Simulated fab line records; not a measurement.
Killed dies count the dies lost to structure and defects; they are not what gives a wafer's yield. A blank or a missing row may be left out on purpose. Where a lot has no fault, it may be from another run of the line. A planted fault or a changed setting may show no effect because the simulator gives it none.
Which of the tools did it? || flow nand harc || 24 lots with 72 wafers sampled at 6 steps, on a route of 1302 steps

== WHAT THE GAUGES READ, wafer by wafer ==
NHARC_A_CONTACT_INSPECT_10. Usual: raw defect count 75, standard deviation 39.
{"lot": "L075", "measured": "day 22 07:35", "on": "defect inspect-02", "raw defect count": "62 64 79", "flag": ""}
{"lot": "L074", "measured": "day 22 18:09", "on": "defect inspect-01", "raw defect count": "91 94 84", "flag": ""}
{"lot": "L077", "measured": "day 23 00:46", "on": "defect inspect-02", "raw defect count": "59 60 61", "flag": ""}
{"lot": "L076", "measured": "day 23 01:08", "on": "defect inspect-02", "raw defect count": "60 54 56", "flag": ""}
{"lot": "L079", "measured": "day 23 15:45", "on": "defect inspect-01", "raw defect count": "23 21 14", "flag": ""}
{"lot": "L078", "measured": "day 24 09:29", "on": "defect inspect-01", "raw defect count": "112 101 113", "flag": ""}
{"lot": "L080", "measured": "day 27 16:29", "on": "defect inspect-01", "raw defect count": "79 86 99", "flag": ""}
{"lot": "L081", "measured": "day 25 00:27", "on": "defect inspect-02", "raw defect count": "183 173 166", "flag": ""}
{"lot": "L082", "measured": "day 25 11:14", "on": "defect inspect-02", "raw defect count": "69 83 93", "flag": ""}
{"lot": "L083", "measured": "day 25 23:19", "on": "defect inspect-02", "raw defect count": "85 98 84", "flag": ""}
{"lot": "L084", "measured": "day 26 16:25", "on": "defect inspect-01", "raw defect count": "41 36 51", "flag": ""}
{"lot": "L086", "measured": "day 26 18:19", "on": "defect inspect-02", "raw defect count": "47 41 47", "flag": ""}
{"lot": "L085", "measured": "day 27 00:22", "on": "defect inspect-01", "raw defect count": "113 114 120", "flag": ""}
{"lot": "L088", "measured": "day 27 17:50", "on": "defect inspect-01", "raw defect count": "82 68 79", "flag": ""}
{"lot": "L089", "measured": "day 27 19:16", "on": "defect inspect-01", "raw defect count": "107 92 92", "flag": ""}
{"lot": "L087", "measured": "day 28 14:30", "on": "defect inspect-01", "raw defect count": "84 94 91", "flag": ""}
{"lot": "L090", "measured": "day 29 03:13", "on": "defect inspect-02", "raw defect count": "84 79 89", "flag": ""}
{"lot": "L091", "measured": "day 29 21:37", "on": "defect inspect-01", "raw defect count": "67 65 65", "flag": ""}
{"lot": "L092", "measured": "day 30 08:46", "on": "defect inspect-02", "raw defect count": "27 32 23", "flag": ""}
{"lot": "L093", "measured": "day 30 14:17", "on": "defect inspect-01", "raw defect count": "124 121 98", "flag": ""}
{"lot": "L094", "measured": "day 30 16:08", "on": "defect inspect-02", "raw defect count": "26 19 22", "flag": ""}
{"lot": "L095", "measured": "day 30 21:10", "on": "defect inspect-01", "raw defect count": "16 15 25", "flag": ""}
{"lot": "L097", "measured": "day 31 03:14", "on": "defect inspect-02", "raw defect count": "149 115 155", "flag": ""}
{"lot": "L096", "measured": "day 31 03:37", "on": "defect inspect-01", "raw defect count": "19 17 15", "flag": ""}

== WHAT TOOL EACH LOT RAN ON (gives the tool, then ch and the chambers of the sampled wafers, and finally the start) ==
{"lot": "L075", "NHARC_A_CONTACT_ETCH_117": "har cap etch-03 ch 0,1, day 21 16:16", "NHARC_A_CONTACT_ETCH_123": "har cap etch-03 ch 0,1, day 21 17:17", "NHARC_A_CONTACT_ETCH_96": "rie diel-02 ch 2,3, day 21 18:26", "NHARC_A_CONTACT_ETCH_127": "har cap etch-03 ch 0,1, day 22 01:48", "NHARC_A_CONTACT_STRIP_82": "rie diel-02 ch 0,2, day 22 07:35 or earlier"}
{"lot": "L074", "NHARC_A_CONTACT_ETCH_117": "har cap etch-02 ch 0,1, day 22 01:55", "NHARC_A_CONTACT_ETCH_123": "har cap etch-02 ch 0,1, day 22 03:00", "NHARC_A_CONTACT_ETCH_96": "rie diel-13 ch 0,2, day 22 11:57 or earlier", "NHARC_A_CONTACT_ETCH_127": "har cap etch-01 ch 1, day 22 11:57", "NHARC_A_CONTACT_STRIP_82": "rie diel-02 ch 0,3, day 22 18:09 or earlier"}
{"lot": "L077", "NHARC_A_CONTACT_ETCH_117": "har cap etch-03 ch 0,1, day 22 07:46", "NHARC_A_CONTACT_ETCH_123": "har cap etch-03 ch 0,1, day 22 08:48", "NHARC_A_CONTACT_ETCH_96": "rie diel-02 ch 2,3, day 22 10:00", "NHARC_A_CONTACT_ETCH_127": "har cap etch-03 ch 0,1, day 22 18:37", "NHARC_A_CONTACT_STRIP_82": "rie diel-02 ch 2,3, day 23 00:46 or earlier"}
{"lot": "L076", "NHARC_A_CONTACT_ETCH_117": "har cap etch-02 ch 0,1, day 22 08:20", "NHARC_A_CONTACT_ETCH_123": "har cap etch-02 ch 0,1, day 22 09:25", "NHARC_A_CONTACT_ETCH_96": "rie diel-13 ch 1,2, day 22 18:35 or earlier", "NHARC_A_CONTACT_ETCH_127": "har cap etch-02 ch 0,1, day 22 18:35", "NHARC_A_CONTACT_STRIP_82": "rie diel-02 ch 0,3, day 23 01:08 or earlier"}
{"lot": "L079", "NHARC_A_CONTACT_ETCH_117": "har cap etch-03 ch 0,1, day 23 00:49", "NHARC_A_CONTACT_ETCH_123": "har cap etch-03 ch 0,1, day 23 01:50", "NHARC_A_CONTACT_ETCH_96": "rie diel-02 ch 0,1,3, day 23 10:17 or earlier", "NHARC_A_CONTACT_ETCH_127": "har cap etch-03 ch 0,1, day 23 10:17", "NHARC_A_CONTACT_STRIP_82": "rie diel-02 ch 1,2, day 23 15:45 or earlier"}
{"lot": "L078", "NHARC_A_CONTACT_ETCH_117": "har cap etch-02 ch 0,1, day 23 14:44", "NHARC_A_CONTACT_ETCH_123": "har cap etch-02 ch 0,1, day 23 15:49", "NHARC_A_CONTACT_ETCH_96": "rie diel-13 ch 1,2,3, day 24 00:12 or earlier", "NHARC_A_CONTACT_ETCH_127": "har cap etch-03 ch 0,1, day 24 00:12", "NHARC_A_CONTACT_STRIP_82": "rie diel-02 ch 1,2,3, day 24 09:29 or earlier"}
{"lot": "L080", "NHARC_A_CONTACT_ETCH_117": "har cap etch-02 ch 0,1, day 24 03:16", "NHARC_A_CONTACT_ETCH_123": "har cap etch-02 ch 0,1, day 27 02:07", "NHARC_A_CONTACT_ETCH_96": "rie diel-02 ch 0,2,3, day 27 11:02 or earlier", "NHARC_A_CONTACT_ETCH_127": "har cap etch-01 ch 0,1, day 27 11:02", "NHARC_A_CONTACT_STRIP_82": "rie diel-09 ch 1,2,3, day 27 16:29 or earlier"}
{"lot": "L081", "NHARC_A_CONTACT_ETCH_117": "har cap etch-01 ch 0,1, day 24 08:11", "NHARC_A_CONTACT_ETCH_123": "har cap etch-01 ch 0,1, day 24 09:15", "NHARC_A_CONTACT_ETCH_96": "rie diel-09 ch 0,1,2, day 24 18:49 or earlier", "NHARC_A_CONTACT_ETCH_127": "har cap etch-03 ch 0,1, day 24 18:49", "NHARC_A_CONTACT_STRIP_82": "rie diel-13 ch 0,1,2, day 25 00:27 or earlier"}
{"lot": "L082", "NHARC_A_CONTACT_ETCH_117": "har cap etch-01 ch 0,1, day 24 18:10", "NHARC_A_CONTACT_ETCH_123": "har cap etch-01 ch 0,1, day 24 19:19", "NHARC_A_CONTACT_ETCH_96": "rie diel-13 ch 0,1,3, day 25 03:35 or earlier", "NHARC_A_CONTACT_ETCH_127": "har cap etch-03 ch 0,1, day 25 03:35", "NHARC_A_CONTACT_STRIP_82": "rie diel-02 ch 1,2,3, day 25 11:14 or earlier"}
{"lot": "L083", "NHARC_A_CONTACT_ETCH_117": "har cap etch-01 ch 0,1, day 25 08:08", "NHARC_A_CONTACT_ETCH_123": "har cap etch-01 ch 0,1, day 25 09:10", "NHARC_A_CONTACT_ETCH_96": "rie diel-02 ch 1,2,3, day 25 17:43 or earlier", "NHARC_A_CONTACT_ETCH_127": "har cap etch-01 ch 0,1, day 25 17:43", "NHARC_A_CONTACT_STRIP_82": "rie diel-02 ch 0,2,3, day 25 23:19 or earlier"}
{"lot": "L084", "NHARC_A_CONTACT_ETCH_117": "har cap etch-03 ch 0,1, day 25 20:05", "NHARC_A_CONTACT_ETCH_123": "har cap etch-03 ch 0,1, day 25 21:10", "NHARC_A_CONTACT_ETCH_96": "rie diel-02 ch 0,1,2, day 26 07:35 or earlier", "NHARC_A_CONTACT_ETCH_127": "har cap etch-03 ch 0,1, day 26 07:35", "NHARC_A_CONTACT_STRIP_82": "rie diel-09 ch 0,1,2, day 26 16:25 or earlier"}
{"lot": "L086", "NHARC_A_CONTACT_ETCH_117": "har cap etch-01 ch 0,1, day 25 23:35", "NHARC_A_CONTACT_ETCH_123": "har cap etch-01 ch 0,1, day 26 00:37", "NHARC_A_CONTACT_ETCH_96": "rie diel-09 ch 0,2, day 26 01:46", "NHARC_A_CONTACT_ETCH_127": "har cap etch-01 ch 0,1, day 26 10:05", "NHARC_A_CONTACT_STRIP_82": "rie diel-09 ch 0,1,3, day 26 18:19 or earlier"}
{"lot": "L085", "NHARC_A_CONTACT_ETCH_117": "har cap etch-01 ch 0,1, day 26 05:54", "NHARC_A_CONTACT_ETCH_123": "har cap etch-01 ch 0,1, day 26 06:55", "NHARC_A_CONTACT_ETCH_96": "rie diel-09 ch 0,2,3, day 26 16:05 or earlier", "NHARC_A_CONTACT_ETCH_127": "har cap etch-03 ch 0,1, day 26 16:05", "NHARC_A_CONTACT_STRIP_82": "rie diel-02 ch 0,1,3, day 27 00:22 or earlier"}
{"lot": "L088", "NHARC_A_CONTACT_ETCH_117": "har cap etch-01 ch 0,1, day 27 01:26", "NHARC_A_CONTACT_ETCH_123": "har cap etch-01 ch 0,1, day 27 02:35", "NHARC_A_CONTACT_ETCH_96": "rie diel-02 ch 2,3, day 27 12:24 or earlier", "NHARC_A_CONTACT_ETCH_127": "har cap etch-03 ch 0,1, day 27 12:24", "NHARC_A_CONTACT_STRIP_82": "rie diel-09 ch 0,2, day 27 17:50 or earlier"}
{"lot": "L089", "NHARC_A_CONTACT_ETCH_117": "har cap etch-03 ch 0,1, day 27 01:33", "NHARC_A_CONTACT_ETCH_123": "har cap etch-03 ch 0,1, day 27 02:35", "NHARC_A_CONTACT_ETCH_96": "rie diel-09 ch 1,2,3, day 27 13:29 or earlier", "NHARC_A_CONTACT_ETCH_127": "har cap etch-02 ch 0,1, day 27 13:29", "NHARC_A_CONTACT_STRIP_82": "rie diel-09 ch 1,2,3, day 27 19:16 or earlier"}
{"lot": "L087", "NHARC_A_CONTACT_ETCH_117": "har cap etch-01 ch 0,1, day 27 23:35", "NHARC_A_CONTACT_ETCH_123": "har cap etch-01 ch 0,1, day 28 00:36", "NHARC_A_CONTACT_ETCH_96": "rie diel-02 ch 0,2, day 28 08:53 or earlier", "NHARC_A_CONTACT_ETCH_127": "har cap etch-03 ch 0,1, day 28 08:53", "NHARC_A_CONTACT_STRIP_82": "rie diel-09 ch 2,3, day 28 14:30 or earlier"}
{"lot": "L090", "NHARC_A_CONTACT_ETCH_117": "har cap etch-02 ch 0,1, day 28 09:35", "NHARC_A_CONTACT_ETCH_123": "har cap etch-02 ch 0,1, day 28 10:36", "NHARC_A_CONTACT_ETCH_96": "rie diel-13 ch 0,1,2, day 28 18:57 or earlier", "NHARC_A_CONTACT_ETCH_127": "har cap etch-03 ch 0,1, day 28 18:57", "NHARC_A_CONTACT_STRIP_82": "rie diel-09 ch 0,1, day 29 03:13 or earlier"}
{"lot": "L091", "NHARC_A_CONTACT_ETCH_117": "har cap etch-02 ch 0,1, day 29 04:28", "NHARC_A_CONTACT_ETCH_123": "har cap etch-02 ch 0,1, day 29 05:29", "NHARC_A_CONTACT_ETCH_96": "rie diel-02 ch 1,2, day 29 14:01 or earlier", "NHARC_A_CONTACT_ETCH_127": "har cap etch-03 ch 0,1, day 29 14:01", "NHARC_A_CONTACT_STRIP_82": "rie diel-02 ch 0,1, day 29 21:37 or earlier"}
{"lot": "L092", "NHARC_A_CONTACT_ETCH_117": "har cap etch-01 ch 0,1, day 29 16:05", "NHARC_A_CONTACT_ETCH_123": "har cap etch-01 ch 0,1, day 29 17:17", "NHARC_A_CONTACT_ETCH_96": "rie diel-02 ch 1,2,3, day 30 01:25 or earlier", "NHARC_A_CONTACT_ETCH_127": "har cap etch-02 ch 0,1, day 30 01:25", "NHARC_A_CONTACT_STRIP_82": "rie diel-02 ch 0,2,3, day 30 08:46 or earlier"}
{"lot": "L093", "NHARC_A_CONTACT_ETCH_117": "har cap etch-02 ch 0,1, day 29 19:19", "NHARC_A_CONTACT_ETCH_123": "har cap etch-02 ch 0,1, day 29 20:20", "NHARC_A_CONTACT_ETCH_96": "rie diel-02 ch 0,1,2, day 30 05:55 or earlier", "NHARC_A_CONTACT_ETCH_127": "har cap etch-01 ch 0,1, day 30 05:55", "NHARC_A_CONTACT_STRIP_82": "rie diel-02 ch 1,2,3, day 30 14:17 or earlier"}
{"lot": "L094", "NHARC_A_CONTACT_ETCH_117": "har cap etch-03 ch 0, day 29 20:53", "NHARC_A_CONTACT_ETCH_123": "har cap etch-03 ch 0, day 29 21:58", "NHARC_A_CONTACT_ETCH_96": "rie diel-13 ch 0,1,3, day 30 06:36 or earlier", "NHARC_A_CONTACT_ETCH_127": "har cap etch-02 ch 0,1, day 30 06:36", "NHARC_A_CONTACT_STRIP_82": "rie diel-09 ch 1,3, day 30 16:08 or earlier"}
{"lot": "L095", "NHARC_A_CONTACT_ETCH_117": "har cap etch-03 ch 0,1, day 30 03:46", "NHARC_A_CONTACT_ETCH_123": "har cap etch-03 ch 0,1, day 30 05:08", "NHARC_A_CONTACT_ETCH_96": "rie diel-09 ch 0,2,3, day 30 15:37 or earlier", "NHARC_A_CONTACT_ETCH_127": "har cap etch-02 ch 0,1, day 30 15:37", "NHARC_A_CONTACT_STRIP_82": "rie diel-09 ch 1,2,3, day 30 21:10 or earlier"}
{"lot": "L097", "NHARC_A_CONTACT_ETCH_117": "har cap etch-03 ch 0,1, day 30 11:13", "NHARC_A_CONTACT_ETCH_123": "har cap etch-03 ch 0,1, day 30 12:15", "NHARC_A_CONTACT_ETCH_96": "rie diel-13 ch 0,2,3, day 30 21:30 or earlier", "NHARC_A_CONTACT_ETCH_127": "har cap etch-03 ch 0,1, day 30 21:30", "NHARC_A_CONTACT_STRIP_82": "rie diel-02 ch 0,2,3, day 31 03:14 or earlier"}
{"lot": "L096", "NHARC_A_CONTACT_ETCH_117": "har cap etch-01 ch 0,1, day 30 11:47", "NHARC_A_CONTACT_ETCH_123": "har cap etch-01 ch 0,1, day 30 12:55", "NHARC_A_CONTACT_ETCH_96": "rie diel-02 ch 0,1,2, day 30 21:55 or earlier", "NHARC_A_CONTACT_ETCH_127": "har cap etch-02 ch 0,1, day 30 21:55", "NHARC_A_CONTACT_STRIP_82": "rie diel-02 ch 0,2,3, day 31 03:37 or earlier"}
- NHARC_A_CONTACT_ETCH_117: etches the open film in C4F8/O2/Ar, time 190 s, target depth 1850 nm.
- NHARC_A_CONTACT_ETCH_123: etches the open film in C4F8/O2/Ar, time 490 s, target depth 2110 nm.
- NHARC_A_CONTACT_ETCH_96: etches the open film in C4F6/O2, target depth 20 nm, time 10 s.
- NHARC_A_CONTACT_ETCH_127: etches the open film in C4F8/O2/Ar, time 197 s, target depth 1918 nm.
- NHARC_A_CONTACT_STRIP_82: strips in O2.

== WHAT THE TOOLS THEMSELVES READ (means of the sampled wafers that have a number; where no wafer has one, the mark that the record gives instead) ==
NHARC_A_CONTACT_ETCH_96. Usual: drypump motor current A 6.1 A, standard deviation 0.48; oes product au 0.972 a.u., standard deviation 0.028; rf vpp V 548 V, standard deviation 3.4; showerhead plenum p Torr 3.96 Torr, standard deviation 0.16; throttle valve pct 26.902 %, standard deviation 0.0088.
{"lot": "L075", "tool": "rie diel-02", "drypump motor current A (A)": 6.5, "oes product au (a.u.)": 0.992, "rf vpp V (V)": 545, "showerhead plenum p Torr (Torr)": 3.83, "throttle valve pct (%)": 26.902, "flag": ""}
{"lot": "L074", "tool": "rie diel-13", "drypump motor current A (A)": 5.8, "oes product au (a.u.)": 0.953, "rf vpp V (V)": 550, "showerhead plenum p Torr (Torr)": 4.03, "throttle valve pct (%)": 26.898, "flag": ""}
{"lot": "L077", "tool": "rie diel-02", "drypump motor current A (A)": 6.5, "oes product au (a.u.)": 0.951, "rf vpp V (V)": 545, "showerhead plenum p Torr (Torr)": 3.83, "throttle valve pct (%)": 26.904, "flag": ""}
{"lot": "L076", "tool": "rie diel-13", "drypump motor current A (A)": 6.1, "oes product au (a.u.)": 0.958, "rf vpp V (V)": 549, "showerhead plenum p Torr (Torr)": 4.03, "throttle valve pct (%)": 26.897, "flag": ""}
{"lot": "L079", "tool": "rie diel-02", "drypump motor current A (A)": 6.5, "oes product au (a.u.)": 0.978, "rf vpp V (V)": 545, "showerhead plenum p Torr (Torr)": 3.89, "throttle valve pct (%)": 26.910, "flag": ""}
{"lot": "L078", "tool": "rie diel-13", "drypump motor current A (A)": 5.9, "oes product au (a.u.)": 0.997, "rf vpp V (V)": 551, "showerhead plenum p Torr (Torr)": 4.08, "throttle valve pct (%)": 26.907, "flag": ""}
{"lot": "L080", "tool": "rie diel-02", "drypump motor current A (A)": 6.4, "oes product au (a.u.)": 0.992, "rf vpp V (V)": 547, "showerhead plenum p Torr (Torr)": 3.89, "throttle valve pct (%)": 26.900, "flag": ""}
{"lot": "L081", "tool": "rie diel-09", "drypump motor current A (A)": 5.6, "oes product au (a.u.)": 0.993, "rf vpp V (V)": 550, "showerhead plenum p Torr (Torr)": 4.08, "throttle valve pct (%)": 26.894, "flag": ""}
{"lot": "L082", "tool": "rie diel-13", "drypump motor current A (A)": 6.1, "oes product au (a.u.)": 1.008, "rf vpp V (V)": 550, "showerhead plenum p Torr (Torr)": 4.08, "throttle valve pct (%)": 26.904, "flag": ""}
{"lot": "L083", "tool": "rie diel-02", "drypump motor current A (A)": 6.5, "oes product au (a.u.)": 0.994, "rf vpp V (V)": 545, "showerhead plenum p Torr (Torr)": 3.82, "throttle valve pct (%)": 26.898, "flag": ""}
{"lot": "L084", "tool": "rie diel-02", "drypump motor current A (A)": 6.4, "oes product au (a.u.)": 0.985, "rf vpp V (V)": 548, "showerhead plenum p Torr (Torr)": 3.96, "throttle valve pct (%)": 26.906, "flag": ""}
{"lot": "L086", "tool": "rie diel-09", "drypump motor current A (A)": 5.3, "oes product au (a.u.)": 0.968, "rf vpp V (V)": 552, "showerhead plenum p Torr (Torr)": 4.19, "throttle valve pct (%)": 26.896, "flag": ""}
{"lot": "L085", "tool": "rie diel-09", "drypump motor current A (A)": 5.3, "oes product au (a.u.)": 0.933, "rf vpp V (V)": 550, "showerhead plenum p Torr (Torr)": 4.06, "throttle valve pct (%)": 26.907, "flag": ""}
{"lot": "L088", "tool": "rie diel-02", "drypump motor current A (A)": 6.5, "oes product au (a.u.)": 0.995, "rf vpp V (V)": 545, "showerhead plenum p Torr (Torr)": 3.82, "throttle valve pct (%)": 26.902, "flag": ""}
{"lot": "L089", "tool": "rie diel-09", "drypump motor current A (A)": 5.5, "oes product au (a.u.)": 0.978, "rf vpp V (V)": 548, "showerhead plenum p Torr (Torr)": 3.96, "throttle valve pct (%)": 26.896, "flag": ""}
{"lot": "L087", "tool": "rie diel-02", "drypump motor current A (A)": 6.4, "oes product au (a.u.)": 1.006, "rf vpp V (V)": 547, "showerhead plenum p Torr (Torr)": 3.96, "throttle valve pct (%)": 26.896, "flag": ""}
{"lot": "L090", "tool": "rie diel-13", "drypump motor current A (A)": 6.0, "oes product au (a.u.)": 0.945, "rf vpp V (V)": 549, "showerhead plenum p Torr (Torr)": 4.00, "throttle valve pct (%)": 26.905, "flag": ""}
{"lot": "L091", "tool": "rie diel-02", "drypump motor current A (A)": 6.5, "oes product au (a.u.)": 0.940, "rf vpp V (V)": 546, "showerhead plenum p Torr (Torr)": 3.88, "throttle valve pct (%)": 26.897, "flag": ""}
{"lot": "L092", "tool": "rie diel-02", "drypump motor current A (A)": 6.5, "oes product au (a.u.)": 0.933, "rf vpp V (V)": 544, "showerhead plenum p Torr (Torr)": 3.81, "throttle valve pct (%)": 26.901, "flag": ""}
{"lot": "L093", "tool": "rie diel-02", "drypump motor current A (A)": 6.4, "oes product au (a.u.)": 0.993, "rf vpp V (V)": 547, "showerhead plenum p Torr (Torr)": 3.95, "throttle valve pct (%)": 26.907, "flag": ""}
{"lot": "L094", "tool": "rie diel-13", "drypump motor current A (A)": 6.1, "oes product au (a.u.)": 0.941, "rf vpp V (V)": 549, "showerhead plenum p Torr (Torr)": 4.05, "throttle valve pct (%)": 26.908, "flag": ""}
{"lot": "L095", "tool": "rie diel-09", "drypump motor current A (A)": 5.3, "oes product au (a.u.)": 0.943, "rf vpp V (V)": 549, "showerhead plenum p Torr (Torr)": 4.04, "throttle valve pct (%)": 26.903, "flag": ""}
{"lot": "L097", "tool": "rie diel-13", "drypump motor current A (A)": 5.8, "oes product au (a.u.)": 1.004, "rf vpp V (V)": 550, "showerhead plenum p Torr (Torr)": 4.05, "throttle valve pct (%)": 26.913, "flag": ""}
{"lot": "L096", "tool": "rie diel-02", "drypump motor current A (A)": 6.4, "oes product au (a.u.)": 0.939, "rf vpp V (V)": 548, "showerhead plenum p Torr (Torr)": 3.94, "throttle valve pct (%)": 26.898, "flag": ""}

NHARC_A_CONTACT_STRIP_82. Usual: drypump motor current A 6.1 A, standard deviation 0.55; oes product au 0.992 a.u., standard deviation 0.011; rf vpp V 57.8 V, standard deviation 0.88; showerhead plenum p Torr 3.54 Torr, standard deviation 0.16; throttle valve pct 17.036 %, standard deviation 0.009.
{"lot": "L075", "tool": "rie diel-02", "drypump motor current A (A)": 6.3, "oes product au (a.u.)": 0.991, "rf vpp V (V)": 57.9, "showerhead plenum p Torr (Torr)": 3.64, "throttle valve pct (%)": 17.037, "flag": ""}
{"lot": "L074", "tool": "rie diel-02", "drypump motor current A (A)": 6.5, "oes product au (a.u.)": 0.985, "rf vpp V (V)": 57.8, "showerhead plenum p Torr (Torr)": 3.44, "throttle valve pct (%)": 17.027, "flag": ""}
{"lot": "L077", "tool": "rie diel-02", "drypump motor current A (A)": 6.6, "oes product au (a.u.)": 0.989, "rf vpp V (V)": 58.0, "showerhead plenum p Torr (Torr)": 3.38, "throttle valve pct (%)": 17.039, "flag": ""}
{"lot": "L076", "tool": "rie diel-02", "drypump motor current A (A)": 6.3, "oes product au (a.u.)": 0.990, "rf vpp V (V)": 57.7, "showerhead plenum p Torr (Torr)": 3.57, "throttle valve pct (%)": 17.035, "flag": ""}
{"lot": "L079", "tool": "rie diel-02", "drypump motor current A (A)": 6.6, "oes product au (a.u.)": 0.998, "rf vpp V (V)": 56.5, "showerhead plenum p Torr (Torr)": 3.50, "throttle valve pct (%)": 17.038, "flag": ""}
{"lot": "L078", "tool": "rie diel-02", "drypump motor current A (A)": 6.6, "oes product au (a.u.)": 0.986, "rf vpp V (V)": 58.2, "showerhead plenum p Torr (Torr)": 3.44, "throttle valve pct (%)": 17.036, "flag": ""}
{"lot": "L080", "tool": "rie diel-09", "drypump motor current A (A)": 5.5, "oes product au (a.u.)": 0.993, "rf vpp V (V)": 58.0, "showerhead plenum p Torr (Torr)": 3.56, "throttle valve pct (%)": 17.030, "flag": ""}
{"lot": "L081", "tool": "rie diel-13", "drypump motor current A (A)": 5.9, "oes product au (a.u.)": 1.010, "rf vpp V (V)": 57.9, "showerhead plenum p Torr (Torr)": 3.62, "throttle valve pct (%)": 17.033, "flag": ""}
{"lot": "L082", "tool": "rie diel-02", "drypump motor current A (A)": 6.6, "oes product au (a.u.)": 0.992, "rf vpp V (V)": 57.7, "showerhead plenum p Torr (Torr)": 3.43, "throttle valve pct (%)": 17.039, "flag": ""}
{"lot": "L083", "tool": "rie diel-02", "drypump motor current A (A)": 6.4, "oes product au (a.u.)": 0.992, "rf vpp V (V)": 57.3, "showerhead plenum p Torr (Torr)": 3.50, "throttle valve pct (%)": 17.035, "flag": ""}
{"lot": "L084", "tool": "rie diel-09", "drypump motor current A (A)": 5.6, "oes product au (a.u.)": 0.997, "rf vpp V (V)": 58.6, "showerhead plenum p Torr (Torr)": 3.66, "throttle valve pct (%)": 17.032, "flag": ""}
{"lot": "L086", "tool": "rie diel-09", "drypump motor current A (A)": 5.7, "oes product au (a.u.)": 0.996, "rf vpp V (V)": 58.0, "showerhead plenum p Torr (Torr)": 3.54, "throttle valve pct (%)": 17.034, "flag": ""}
{"lot": "L085", "tool": "rie diel-02", "drypump motor current A (A)": 6.5, "oes product au (a.u.)": 0.989, "rf vpp V (V)": 58.2, "showerhead plenum p Torr (Torr)": 3.49, "throttle valve pct (%)": 17.038, "flag": ""}
{"lot": "L088", "tool": "rie diel-09", "drypump motor current A (A)": 5.3, "oes product au (a.u.)": 0.993, "rf vpp V (V)": 58.1, "showerhead plenum p Torr (Torr)": 3.76, "throttle valve pct (%)": 17.035, "flag": ""}
{"lot": "L089", "tool": "rie diel-09", "drypump motor current A (A)": 5.5, "oes product au (a.u.)": 0.999, "rf vpp V (V)": 58.3, "showerhead plenum p Torr (Torr)": 3.56, "throttle valve pct (%)": 17.039, "flag": ""}
{"lot": "L087", "tool": "rie diel-09", "drypump motor current A (A)": 5.1, "oes product au (a.u.)": 0.985, "rf vpp V (V)": 58.4, "showerhead plenum p Torr (Torr)": 3.66, "throttle valve pct (%)": 17.042, "flag": ""}
{"lot": "L090", "tool": "rie diel-09", "drypump motor current A (A)": 6.0, "oes product au (a.u.)": 1.006, "rf vpp V (V)": 57.8, "showerhead plenum p Torr (Torr)": 3.54, "throttle valve pct (%)": 17.041, "flag": ""}
{"lot": "L091", "tool": "rie diel-02", "drypump motor current A (A)": 6.3, "oes product au (a.u.)": 0.982, "rf vpp V (V)": 56.8, "showerhead plenum p Torr (Torr)": 3.62, "throttle valve pct (%)": 17.025, "flag": ""}
{"lot": "L092", "tool": "rie diel-02", "drypump motor current A (A)": 6.4, "oes product au (a.u.)": 0.997, "rf vpp V (V)": 58.5, "showerhead plenum p Torr (Torr)": 3.49, "throttle valve pct (%)": 17.025, "flag": ""}
{"lot": "L093", "tool": "rie diel-02", "drypump motor current A (A)": 6.6, "oes product au (a.u.)": 1.000, "rf vpp V (V)": 57.8, "showerhead plenum p Torr (Torr)": 3.42, "throttle valve pct (%)": 17.038, "flag": ""}
{"lot": "L094", "tool": "rie diel-09", "drypump motor current A (A)": 5.8, "oes product au (a.u.)": 0.989, "rf vpp V (V)": 57.5, "showerhead plenum p Torr (Torr)": 3.43, "throttle valve pct (%)": 17.027, "flag": ""}
{"lot": "L095", "tool": "rie diel-09", "drypump motor current A (A)": 5.5, "oes product au (a.u.)": 0.994, "rf vpp V (V)": 57.1, "showerhead plenum p Torr (Torr)": 3.54, "throttle valve pct (%)": 17.041, "flag": ""}
{"lot": "L097", "tool": "rie diel-02", "drypump motor current A (A)": 6.4, "oes product au (a.u.)": 1.005, "rf vpp V (V)": 57.8, "showerhead plenum p Torr (Torr)": 3.49, "throttle valve pct (%)": 17.038, "flag": ""}
{"lot": "L096", "tool": "rie diel-02", "drypump motor current A (A)": 6.4, "oes product au (a.u.)": 0.995, "rf vpp V (V)": 57.6, "showerhead plenum p Torr (Torr)": 3.49, "throttle valve pct (%)": 17.045, "flag": ""}

== THE ANSWER, worked out from the rows above alone ==
Rule: take the mean of a lot's wafers that have a number; if it is more than 3 standard deviations from the usual mean, the lot is off. A lot without any number at a reading at which 4 lots or more have one is off too. Where the step has rows for the other lots, those lots are counted as sound. Order of review: gauges by route order, followed by the tools' own readings, for which a lot's mean as printed above is used. At the first step where some lot is off, the reading lying furthest off is the one used; lots without a number count as furthest.
No lot is off on any of the readings shown, so nothing can be concluded from this.

== WHAT WAS PUT IN BY THE SIMULATOR ==
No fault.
